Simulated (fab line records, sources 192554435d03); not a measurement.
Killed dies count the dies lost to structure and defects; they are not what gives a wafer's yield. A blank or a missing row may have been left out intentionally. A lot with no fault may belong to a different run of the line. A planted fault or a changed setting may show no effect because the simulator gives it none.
Comparing a struck lot with a sound one / flow n5 finfet / 40 out of 1938 route steps
Sound: the wafers L124.2, L124.4, L124.5. Struck: wafer L139.3. (L139.1, L139.5 of the same lot were not struck and are left out.) The cause comes at the end.
For every step that has rows: the tool of each side, followed by ch and its chambers, followed by its first start. Under that, the readings that differ: sound wafers / struck wafers / difference of the means / sigmas: that difference in standard deviations of wafers without a fault.
alike: readings whose means differ by less than 2 such deviations, and words and numbers that are the same on both sides. not compared: withheld readings, readings that some wafer has no value for, bounds like >300 that may hide the same value, and numbers for which the record gives no deviation and whose values overlap.
A row with sigmas, a row that says differs or no value, or rows on one side alone: a step with any of these is where the two part. When numbers do not overlap yet have no deviation, they are printed without sigmas and do not part them. Lack of a reading on every wafer of one side parts them only where that side has two or more wafers.

first, 4 steps without rows for these wafers: N5_HKMG_FIN_PRECLEAN_83 (cleans in DIW, time 57.5 s); N5_HKMG_FIN_SRD_84 (dry time 32 s); N5_HKMG_FIN_CMP_23 (polishes, stops on SiNx, t overpolish 10 s, target thk 46.326 nm); N5_HKMG_FIN_CMP_94 (polishes, stops on SiNx, t overpolish 4.7 s, target thk 43.299 nm).
N5_HKMG_FIN_INSPECT_28: inspects for defects (darkfield).
  struck on defect inspect-02, day 8 21:44; sound on defect inspect-01, day 5 01:58
  alike: raw defect count
then, 5 steps without rows for these wafers: N5_GATE_CUT_ETCHBACK_00 (etches W in SF6/Cl2); N5_GATE_CUT_ETCH_56 (etches TiN in Cl2/Ar, target depth 21.6 nm); N5_GATE_CUT_ETCHBACK_30 (etches TiN in Cl2/Ar, target depth 3 nm); N5_GATE_CUT_VAPOR_ETCH_60 (etches HfO2 in BCl3/Cl2); N5_GATE_CUT_ETCH_58 (etches SiNx in CH3F/O2, target depth 17 nm, time 128.6 s).
N5_GATE_CUT_STRIP_59: strips in N2/H2, time 20 s.
  sound on rie diel-04 ch 1,2,3, day 5 02:24; struck on rie diel-04 ch 2, day 8 22:14
  alike: drypump motor current A, oes product au, rf vpp V, showerhead plenum p Torr, throttle valve pct
  not compared: rf hours counter h
N5_GATE_CUT_PRECLEAN_31: cleans in DIW, time 300 s.
  sound on wet bench-01 ch 2,3,6, day 5 02:29; struck on wet bench-01 ch 0,1,5, day 8 22:20
then, 1 step without rows for these wafers: N5_GATE_CUT_SRD_32 (time 30 s).
N5_GATE_CUT_SAC_CAP_01: material SiNx, target thk 24 nm, pulse time 1 s, ald cycles 480.
  sound on ald sin-01 ch 1,2,3, day 5 02:55; struck on ald sin-01 ch 2, day 8 22:37
  alike: heater power w, precursor pulse height rel
then, 1 step without rows for these wafers: N5_GATE_CUT_PECVD_57 (deposits SiNx from SiH4/NH3/N2, target thk 21 nm).
N5_GATE_CUT_CMP_02: polishes, stops on SiO2, t overpolish 12.7 s, target thk 0 nm.
  sound on cmp-02 ch 1,2, day 5 05:16; struck on cmp-01 ch 2, day 9 01:34
reading=overpolish run s (s); sound=12.692 12.695 12.690; struck=12.716; difference=+0.024; sigmas=+2
reading=time to endpoint s (s); sound=23.0 19.3 22.5; struck=29.3; difference=+7.7; sigmas=+3
  alike: motor current A, slurry filter dp kPa
then, 10 steps without rows for these wafers: N5_GATE_CUT_HM_DEP_46 (deposits SiO2 from TEOS/O2, target thk 130 nm, time 26.6 s); N5_GATE_CUT_COAT_34 (time 60 s, resist thk 60 nm); N5_GATE_CUT_COAT_35 (time 60 s, resist thk 10 nm); N5_GATE_CUT_COAT_27 (time 60 s, resist thk 10 nm); N5_GATE_CUT_COAT_07 (resist thk 30 nm); N5_GATE_CUT_EBR_09; N5_GATE_CUT_SOFTBAKE_08 (time 60 s); N5_GATE_CUT_EXPOSE_10 (exposes mask GATE CUT, target cd 20 nm); N5_GATE_CUT_PEB_11 (peb time 60 s); N5_GATE_CUT_DEVELOP_12 (develop time 30 s).
N5_GATE_CUT_CD_MEAS_13: the cd target is 20 nm.
  sound on cd sem-01 ch 0, day 5 05:56; struck on cd sem-01 ch 0, day 9 02:22
  alike: cd nm
N5_GATE_CUT_OVL_MEAS_14:
  sound on overlay-01 ch 0, day 5 05:59; struck on overlay-02 ch 0, day 9 02:23
  alike: GATE_CUT_OVL
then, 2 steps without rows for these wafers: N5_GATE_CUT_DESCUM_18 (chemistry O2, time 7 s); N5_GATE_CUT_ETCH_28 (etches underlayer in N2/H2, target depth 13 nm, time 10.4 s).
N5_GATE_CUT_ETCH_36: etches SiARC in CF4, target depth 13 nm, time 21.7 s.
  sound on rie diel-04 ch 1,3, day 5 06:07; struck on rie diel-05 ch 1, day 9 02:32
reading=drypump motor current A (A); sound=5.89 5.48 5.94; struck=5.09; difference=-0.68; sigmas=-2
  alike: etch rf on time s, oes product au, rf vpp V, showerhead plenum p Torr, throttle valve pct
  not compared: rf hours counter h
then, 4 steps without rows for these wafers: N5_GATE_CUT_ETCH_37 (etches SOC in N2/H2, target depth 60 nm, overetch 12 nm, time 90 s); N5_GATE_CUT_STRIP_38 (strips in N2/H2); N5_GATE_CUT_STRIP_39 (strips in N2/H2); N5_GATE_CUT_HM_OPEN_40 (chemistry C4F6/O2, target SiO2, target depth 139 nm, time 85.1 s).
N5_GATE_CUT_STRIP_41: strips in CF4.
  sound on rie diel-04 ch 1,3, day 5 06:17; struck on rie diel-05 ch 1, day 9 02:43
reading=drypump motor current A (A); sound=5.91 5.50 5.95; struck=5.12; difference=-0.67; sigmas=-2
reading=oes product au (a.u.); sound=0.169 0.159 0.171; struck=0.201; difference=+0.035; sigmas=+2
  alike: rf vpp V, showerhead plenum p Torr, throttle valve pct
  not compared: rf hours counter h
then, 3 steps without rows for these wafers: N5_GATE_CUT_STRIP_42 (strips in O2); N5_GATE_CUT_ETCH_19 (etches SiNx in CH3F/O2, target depth 53.7 nm, time 76.7 s); N5_GATE_CUT_CUT_ETCH_53 (etches W in SF6/Cl2, target depth 79.2 nm).
-- record jumps: 9 days separate the struck wafers' starts on either side; left off in module GATE_CUT, taken up again in module PASSIVATION, whose first shown step is the route's number 1936 --
N5_PASSIVATION_PROBE_49:
  record: rows for the struck wafers here (prober-02, day 18 00:23), none for the sound ones

WHERE THEY PART
Earliest at N5_GATE_CUT_CMP_02; latest, in this record, at N5_PASSIVATION_PROBE_49.

WHY: what the simulator had put in
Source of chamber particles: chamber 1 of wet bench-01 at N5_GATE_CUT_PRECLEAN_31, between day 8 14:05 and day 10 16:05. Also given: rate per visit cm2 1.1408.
